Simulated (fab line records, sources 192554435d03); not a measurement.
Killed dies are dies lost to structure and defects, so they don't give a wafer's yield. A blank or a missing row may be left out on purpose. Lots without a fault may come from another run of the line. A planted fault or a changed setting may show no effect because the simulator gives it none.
fab line records | flow n5_finfet
record lots=5 wafers=15 last_day=18
route steps=1938 shown TV_LITHO@1882 TV_OPEN@1887
lots that met no fault: from a run of the same line without faults
start_h: hours from the record's first day to the start of the lot's first wafer shown | wait_h: hours since the lot's step before | " the same as in the row above | L1.1+2: a row that stands for several wafers | - no value, or no start given | * or withheld: withheld | < > ~ a bound
route shown NAME@n: a module of which the file shows steps, and the number in the route of the first | usual: mean/standard deviation of fault-free wafers | same: alike in all rows | chamber/n: place in a boat | sites: the reading at each site | _std_site: their standard deviation | _edge_site: outer sites' mean less inner sites' | radius_mm: how far each site lies from the wafer's centre | mask NAME#n: copy n | behind: the tool/chamber that last shaped the wafer | hold: why the lot was held/for how many hours/how that ended | device: the transistor (n, p or np) that didn't switch | end of line: the same wafers' tests at the end of the route | a step without rows: its recipe alone | killed: dies lost to structure and defects at the first sort, not the wafer's yield | map: a wafer's dies, x killed, . not, _ none there
set.NAME: the setting as run; set.NAME@STEP: as run at that earlier step | model.NAME: the simulator's own value behind a step, which no gauge read
lots at some steps of the route; a table a step, a row a wafer
services: from which hour (start_h, from the record's first day; less than 0 if before it) a tool's chamber was out of use, for how many hours, and why
## steps
# step N5_PASSIVATION_HARDBAKE_11
# recipe temp_c=130 time_s=120
# usual plate_temp_C=130.00/0.15
# columns lot.wafer tool chamber start_h wait_h plate_temp_C
L074.1 litho_track-02 0 - - 130.12
L074.4 " 0 " " 130.21
L074.6 " 0 " " 130.05
L078.2 litho_track-04 0 - - 129.66
L078.4 " 0 " " 129.74
L078.6 " 0 " " 129.80
L086.3 litho_track-03 0 - - 130.01
L086.5 " 0 " " 129.67
L086.6 " 0 " " 129.98
L094.4 litho_track-03 0 - - 129.94
L094.5 " 0 " " 130.17
L094.6 " 0 " " 129.92
L095.2 litho_track-04 0 - - 130.17
L095.4 " 0 " " 129.98
L095.6 " 0 " " 129.96
# step N5_PASSIVATION_CD_MEAS_10
# recipe target_cd_nm=3000 landing_energy_ev=500 detector=se_inlens
# usual cd_nm=2999.4/2
# columns lot.wafer tool chamber start_h wait_h cd_nm
L074.1 cd_sem-02 0 297.54 - 3002.4
L074.4 " 0 " " 2999.5
L074.6 " 0 " " 3003.0
L078.2 cd_sem-01 0 313.49 - 2997.9
L078.4 " 0 " " 2994.3
L078.6 " 0 " " 2995.7
L086.3 cd_sem-03 0 369.80 - 3002.5
L086.5 " 0 " " 3003.2
L086.6 " 0 " " 3001.7
L094.4 cd_sem-01 0 427.01 - 3000.4
L094.5 " 0 " " 2999.3
L094.6 " 0 " " 3000.0
L095.2 cd_sem-01 0 427.17 - 3001.6
L095.4 " 0 " " 2997.9
L095.6 " 0 " " 3001.6
# step N5_PASSIVATION_OVL_MEAS_60
# recipe points_per_wafer=44
# usual TV_OVL=3/5.3
# columns lot.wafer tool chamber start_h wait_h TV_OVL[nm]
L074.1 overlay-02 0 297.58 0.0 1
L074.4 " 0 " " 5
L074.6 " 0 " " 3
L078.2 overlay-01 0 313.53 0.0 -6
L078.4 " 0 " " -1
L078.6 " 0 " " -7
L086.3 overlay-02 0 369.83 0.0 3
L086.5 " 0 " " 4
L086.6 " 0 " " -7
L094.4 overlay-01 0 427.04 0.0 4
L094.5 " 0 " " 8
L094.6 " 0 " " 14
L095.2 overlay-02 0 427.20 0.0 5
L095.4 " 0 " " 7
L095.6 " 0 " " 3
# step N5_PASSIVATION_INSPECT_61
# recipe mode=adi inspect_instrument=macro
# usual raw_defect_count=1.9/1.4
# columns lot.wafer tool chamber start_h wait_h raw_defect_count
L074.1 defect_inspect-01 - 297.60 0.0 1
L074.4 " - " " 3
L074.6 " - " " 0
L078.2 defect_inspect-02 - 313.55 0.0 3
L078.4 " - " " 0
L078.6 " - " " 3
L086.3 defect_inspect-02 - 369.85 0.0 3
L086.5 " - " " 2
L086.6 " - " " 2
L094.4 defect_inspect-02 - 427.06 0.0 1
L094.5 " - " " 2
L094.6 " - " " 1
L095.2 defect_inspect-01 - 427.22 0.0 2
L095.4 " - " " 3
L095.6 " - " " 2
# step N5_PASSIVATION_DESCUM_12
# recipe chemistry=O2 time_s=7.9 source_power_w=50 bias_power_w=20 pressure_mtorr=20 rf_frequency_hz=2.712e+07 temp_c=40 o2_flow_sccm=225
# usual drypump_motor_current_A=5.6/0.42 oes_product_au=0.77/0.083 rf_fwd_power_W=49.62/0.2 rf_vpp_V=242.9/1.3 showerhead_plenum_p_Torr=2.08/0.061 throttle_valve_pct=20.45/0.22
# columns lot.wafer tool chamber start_h wait_h drypump_motor_current_A oes_product_au rf_fwd_power_W rf_hours_counter_h rf_vpp_V showerhead_plenum_p_Torr throttle_valve_pct
L074.1 rie_diel-06 0 297.69 0.1 5.1 0.76 49.56 143 242.0 2.01 20.65
L074.4 " 0 " " 5.2 0.77 49.37 - 241.1 2.01 20.67
L074.6 " 2 " " 5.6 0.72 49.42 - 244.1 2.15 20.46
L078.2 rie_diel-05 1 313.59 0.0 5.6 0.68 49.14 245 243.0 2.14 20.35
L078.4 " 2 " " 6.2 0.80 49.55 91 242.7 2.12 20.19
L078.6 " 3 " " 5.1 0.91 49.72 - 242.7 2.05 20.42
L086.3 rie_diel-02 3 369.88 0.0 5.6 0.84 49.46 55 241.3 2.02 20.18
L086.5 " 0 " " 5.1 0.67 49.71 - 244.3 2.15 20.81
L086.6 " 1 " " 5.6 0.78 49.87 - 242.2 2.01 20.48
L094.4 rie_diel-05 1 427.83 0.8 5.6 0.89 49.70 25 243.8 2.13 20.16
L094.5 " 1 " " 5.6 0.89 49.68 - 244.1 2.13 20.16
L094.6 " 2 " " 6.2 0.76 49.76 - 244.6 2.11 20.25
L095.2 rie_diel-06 0 428.14 0.9 5.2 0.74 49.45 187 242.5 1.99 20.73
L095.4 " 1 " " 6.6 0.89 49.81 - 240.4 2.05 20.25
L095.6 " 0 " " 5.2 0.74 49.57 - 241.7 1.99 20.73
# step N5_PASSIVATION_PASS_ETCH_74
# recipe chemistry=CF4/O2 target=SiNx target_depth_a=2200 time_s=110 ion_energy_ev=100 pressure_mtorr=40 source_w=535 bias_w=49 Ar_flow_sccm=100 cf4_flow_sccm=100 O2_flow_sccm=10
# usual drypump_motor_current_A=5.6/0.42 mfc_ar_sccm=99.99/0.3 oes_product_au=0.78/0.087 rf_fwd_power_W=531.7/1.8 rf_vpp_V=241/4.4 showerhead_plenum_p_Torr=2.19/0.06 throttle_valve_pct=16.03/0.26
# columns lot.wafer tool chamber start_h wait_h drypump_motor_current_A mfc_ar_sccm oes_product_au rf_fwd_power_W rf_hours_counter_h rf_vpp_V showerhead_plenum_p_Torr throttle_valve_pct
L074.1 rie_diel-06 0 297.75 0.0 5.2 99.72 0.76 533.2 143 247 2.13 16.26
L074.4 " 0 " " 5.2 100.31 0.76 530.8 - 249 2.13 16.27
L074.6 " 2 " " 5.6 99.74 0.73 530.9 - 240 2.28 16.10
L078.2 rie_diel-05 1 313.65 0.0 5.6 100.06 0.70 534.1 245 240 2.25 16.05
L078.4 " 2 " " 6.2 100.48 0.81 534.1 91 249 2.21 15.63
L078.6 " 3 " " 5.1 100.38 0.92 531.2 - 241 2.18 15.98
L086.3 rie_diel-02 3 369.95 0.0 5.6 100.11 0.85 530.6 55 237 2.13 15.74
L086.5 " 0 " " 5.1 100.30 0.67 534.3 - 244 2.28 16.47
L086.6 " 1 " " 5.6 100.10 0.77 532.4 - 234 2.14 16.14
L094.4 rie_diel-05 1 427.89 0.0 5.6 100.40 0.92 531.4 25 242 2.24 15.68
L094.5 " 1 " " 5.6 100.26 0.93 531.2 - 240 2.24 15.68
L094.6 " 2 " " 6.2 99.24 0.77 532.2 - 247 2.20 15.70
L095.2 rie_diel-06 0 428.20 0.0 5.2 100.10 0.72 530.6 187 248 2.12 16.33
L095.4 " 1 " " 6.5 99.91 0.89 530.4 - 244 2.16 15.74
L095.6 " 0 " " 5.1 99.92 0.73 530.3 - 248 2.12 16.35
# step N5_PASSIVATION_VIA_ETCH_13
# recipe chemistry=CHF3/O2 target=SiO2 target_depth_a=6600 CHF3_flow_sccm=50 O2_flow_sccm=5 Ar_flow_sccm=200 time_s=330 mask_material=PR pressure_mtorr=30 source_w=650 bias_w=170 ion_energy_ev=200 ends=cleared
# usual drypump_motor_current_A=5.6/0.42 etch_rf_on_time_s=235/5.5 mfc_ar_sccm=200.0/0.57 oes_product_au=0.70/0.077 rf_fwd_power_W=647.6/2 rf_vpp_V=525/9.2 showerhead_plenum_p_Torr=2.40/0.067 throttle_valve_pct=18.92/0.26
# columns lot.wafer tool chamber start_h wait_h drypump_motor_current_A etch_rf_on_time_s mfc_ar_sccm oes_product_au rf_fwd_power_W rf_hours_counter_h rf_vpp_V showerhead_plenum_p_Torr throttle_valve_pct
L074.1 rie_diel-06 0 297.84 0.0 5.1 232 200.5 0.69 647.8 143 537 2.33 19.20
L074.4 " 0 " " 5.2 236 199.6 0.69 647.7 - 539 2.33 19.21
L074.6 " 2 " " 5.6 241 199.4 0.65 646.5 - 522 2.50 18.99
L078.2 rie_diel-05 1 313.74 0.0 5.6 230 199.7 0.63 647.8 245 524 2.46 18.85
L078.4 " 2 " " 6.2 236 199.3 0.73 646.7 91 539 2.43 18.54
L078.6 " 3 " " 5.1 231 200.4 0.84 647.4 - 525 2.38 18.92
L086.3 rie_diel-02 3 370.04 0.0 5.6 224 199.9 0.77 647.8 55 520 2.34 18.69
L086.5 " 0 " " 5.1 239 200.0 0.61 647.3 - 529 2.49 19.38
L086.6 " 1 " " 5.6 241 200.5 0.69 647.3 - 509 2.32 18.96
L094.4 rie_diel-05 1 427.98 0.0 5.6 235 199.8 0.83 643.5 25 524 2.44 18.55
L094.5 " 1 " " 5.6 234 199.9 0.83 648.3 - 525 2.45 18.57
L094.6 " 2 " " 6.2 233 199.8 0.70 647.9 - 539 2.41 18.61
L095.2 rie_diel-06 0 428.29 0.0 5.2 230 199.9 0.67 644.7 187 537 2.32 19.28
L095.4 " 1 " " 6.6 231 200.3 0.80 645.9 - 528 2.34 18.53
L095.6 " 0 " " 5.1 233 200.2 0.67 647.1 - 538 2.32 19.29
# step N5_PASSIVATION_STRIP_14
# recipe chemistry=O2 power_w=600 temp_c=60 pressure_mtorr=30 rf_frequency_hz=6e+07 bias_power_w=0 overash_fraction=0.5 o2_flow_sccm=225
# usual drypump_motor_current_A=5.6/0.42 oes_product_au=0.77/0.082 rf_vpp_V=3.6/0.91 showerhead_plenum_p_Torr=2.08/0.061 throttle_valve_pct=16.70/0.23
# columns lot.wafer tool chamber start_h wait_h drypump_motor_current_A oes_product_au rf_hours_counter_h rf_vpp_V showerhead_plenum_p_Torr throttle_valve_pct
L074.1 rie_diel-06 0 298.04 0.1 5.2 0.77 143 3.3 2.01 16.91
L074.4 " 0 " " 5.1 0.78 - 3.2 2.01 16.93
L074.6 " 2 " " 5.6 0.71 - 3.3 2.16 16.71
L078.2 rie_diel-05 1 313.94 0.1 5.6 0.68 245 3.1 2.14 16.72
L078.4 " 2 " " 6.2 0.81 91 4.1 2.12 16.43
L078.6 " 3 " " 5.1 0.91 - 3.9 2.06 16.58
L086.3 rie_diel-02 3 370.24 0.1 5.6 0.82 55 3.7 2.02 16.41
L086.5 " 0 " " 5.1 0.67 - 4.8 2.15 17.08
L086.6 " 1 " " 5.6 0.80 - 2.2 2.02 16.71
L094.4 rie_diel-05 1 428.18 0.1 5.6 0.88 25 4.3 2.13 16.34
L094.5 " 1 " " 5.6 0.89 - 1.6 2.13 16.36
L094.6 " 2 " " 6.2 0.76 - 3.4 2.11 16.52
L095.2 rie_diel-06 0 428.49 0.1 5.1 0.72 187 5.4 2.00 16.96
L095.4 " 1 " " 6.5 0.87 - 3.3 2.05 16.44
L095.6 " 0 " " 5.1 0.75 - 2.8 2.00 16.99
# step N5_PASSIVATION_ETCH_15
# recipe chemistry=CF4/N2 target=SiCN target_depth_a=750 taper_deg=2 time_s=81.2 ion_energy_ev=150 mask_material=SiNx pressure_mtorr=40 source_w=430 bias_w=70 Ar_flow_sccm=100 cf4_flow_sccm=60 n2_flow_sccm=60
# usual drypump_motor_current_A=5.6/0.42 mfc_ar_sccm=100.0/0.31 oes_product_au=0.78/0.088 rf_fwd_power_W=427.7/1.4 rf_vpp_V=382.0/1.7 showerhead_plenum_p_Torr=2.20/0.06 throttle_valve_pct=15.48/0.26
# columns lot.wafer tool chamber start_h wait_h drypump_motor_current_A mfc_ar_sccm oes_product_au rf_fwd_power_W rf_hours_counter_h rf_vpp_V showerhead_plenum_p_Torr throttle_valve_pct
L074.1 rie_diel-06 0 - - 5.2 99.9 0.76 426.8 144 380.9 2.13 15.73
L074.4 " 0 " " 5.2 100.0 0.76 427.4 - 379.6 2.13 15.71
L074.6 " 2 " " 5.7 100.4 0.72 426.0 - 384.4 2.28 15.54
L078.2 rie_diel-05 1 - - 5.6 99.7 0.69 430.4 245 383.6 2.25 15.49
L078.4 " 2 " " 6.2 99.7 0.81 428.1 91 384.0 2.22 15.13
L078.6 " 3 " " 5.1 100.6 0.91 425.2 - 381.5 2.18 15.39
L086.3 rie_diel-02 3 - - 5.6 99.9 0.85 427.3 55 381.6 2.14 15.22
L086.5 " 0 " " 5.1 99.9 0.66 427.9 - 383.7 2.27 15.90
L086.6 " 1 " " 5.6 100.2 0.77 427.6 - 379.6 2.14 15.59
L094.4 rie_diel-05 1 - - 5.6 100.4 0.94 428.2 25 381.9 2.24 15.12
L094.5 " 1 " " 5.6 100.1 0.93 426.2 - 383.4 2.24 15.09
L094.6 " 2 " " 6.2 100.1 0.77 428.1 - 381.8 2.21 15.19
L095.2 rie_diel-06 0 - - 5.1 100.2 0.73 426.6 187 379.7 2.12 15.79
L095.4 " 1 " " 6.5 100.2 0.89 428.6 - 380.7 2.16 15.19
L095.6 " 0 " " 5.2 100.5 0.72 426.6 - 378.6 2.12 15.80
# step N5_PASSIVATION_STRIP_73
# recipe chemistry=post_etch_residue_remover time_s=60 temp_c=25 remover_ph=withheld remover_water_wt_pct=withheld remover_fluoride_wt_pct=withheld
# columns lot.wafer tool chamber start_h wait_h
L074.1+4+6 wet_bench-01 0,3,6 298.20 -
L078.2+4+6 wet_bench-05 7,2,5 314.10 -
L086.3+5+6 wet_bench-04 7,4,3 370.39 -
L094.4+5+6 wet_bench-01 0,4,5 428.34 -
L095.2+4+6 wet_bench-01 5,3,0 428.65 -
## services
# columns tool chamber start_h hours kind
wet_bench-05 - 288.45 2.6 repair
rie_diel-06 - 295.07 0.1 repair
wet_bench-05 - 307.59 1.9 pm
wet_bench-04 - 318.43 1.2 repair
rie_diel-05 3 319.91 10.7 repair
rie_diel-02 1 328.63 4.6 repair
rie_diel-05 1 330.59 - clean
rie_diel-05 1 330.59 - consumable_replace:focus_ring
rie_diel-05 1 330.59 19.4 scheduled_down
rie_diel-05 1 330.59 19.4 vent_cycle
rie_diel-02 0 358.37 6.8 repair
rie_diel-05 - 361.43 1.6 repair
rie_diel-02 - 370.37 2.8 pm
rie_diel-06 3 406.45 - clean
rie_diel-06 3 406.45 - consumable_replace:focus_ring
rie_diel-06 3 406.45 24.5 scheduled_down
rie_diel-06 3 406.45 24.5 vent_cycle
rie_diel-06 1 410.30 9.1 repair
rie_diel-02 0 413.90 - clean
rie_diel-02 0 413.90 - consumable_replace:focus_ring
rie_diel-02 0 413.90 17.9 scheduled_down
rie_diel-02 0 413.90 17.9 vent_cycle
## key
fault none
